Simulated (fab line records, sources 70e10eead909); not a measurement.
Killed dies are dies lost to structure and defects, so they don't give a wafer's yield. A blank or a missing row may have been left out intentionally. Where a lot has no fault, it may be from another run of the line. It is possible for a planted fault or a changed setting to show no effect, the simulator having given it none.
Chamber matching :: flow nand harc :: NHARC_A_BONDPAD_ETCH_12 on rie diel-04 has 4 sister chambers
The step etches the open film in CHF3/O2, target depth 220 nm, time 110 s. 7 wafers are shown with their chamber, then 7 later ones without.

WAFERS, EACH WITH ITS CHAMBER
wafer: L630.4
chamber: 0
rf vpp V (V): 375.1
throttle valve pct (%): 20.575

wafer: L635.6
chamber: 1
rf vpp V (V): 372.4
throttle valve pct (%): 20.587

wafer: L639.6
chamber: 2
rf vpp V (V): 373.2
throttle valve pct (%): 20.562

wafer: L641.1
chamber: 3
rf vpp V (V): 372.8
throttle valve pct (%): 20.559

wafer: L641.5
chamber: 2
rf vpp V (V): 373.3
throttle valve pct (%): 20.580

wafer: L641.6
chamber: 3
rf vpp V (V): 373.0
throttle valve pct (%): 20.574

wafer: L642.1
chamber: 1
rf vpp V (V): 371.0
throttle valve pct (%): 20.586

WAFERS MISSING THEIR CHAMBER
wafer: L642.4
rf vpp V (V): 374.7
throttle valve pct (%): 20.592

wafer: L642.5
rf vpp V (V): 372.1
throttle valve pct (%): 20.566

wafer: L643.2
rf vpp V (V): 373.1
throttle valve pct (%): 20.566

wafer: L643.3
rf vpp V (V): 373.3
throttle valve pct (%): 20.580

wafer: L643.5
rf vpp V (V): 374.9
throttle valve pct (%): 20.573

wafer: L646.2
rf vpp V (V): 373.1
throttle valve pct (%): 20.570

wafer: L646.4
rf vpp V (V): 373.0
throttle valve pct (%): 20.564

THE CHAMBER EACH PASSED THROUGH
wafer: L642.4
from the rows above: can't be placed: 0 or 2
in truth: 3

wafer: L642.5
from the rows above: can't be placed: 3 or 2 or 1
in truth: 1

wafer: L643.2
from the rows above: can't be placed: 3 or 2
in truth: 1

wafer: L643.3
from the rows above: can't be placed: 2 or 3 or 1
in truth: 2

wafer: L643.5
from the rows above: 0
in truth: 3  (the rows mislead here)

wafer: L646.2
from the rows above: can't be placed: 2 or 3
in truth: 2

wafer: L646.4
from the rows above: can't be placed: 3 or 2
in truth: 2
Placed correctly: 0 of 7. Cannot be placed on the basis of these rows: 6; the candidates contain the true chamber in 4. Number placed wrongly: 1.
How it was worked out, from the rows above alone: a wafer's distance from a chamber is the root of the sum, over the readings, of the square of ((its reading less the chamber's mean) divided by the reading's scatter). The wafer belongs to the nearest chamber; if the next one is less than 2 further off, it can't be placed. Each chamber's mean is taken over the wafers shown for it. How the scatter is found: for the shown wafers, subtract from each reading the mean of its chamber, square and add these, divide the total by (wafers less chambers), then take the root.
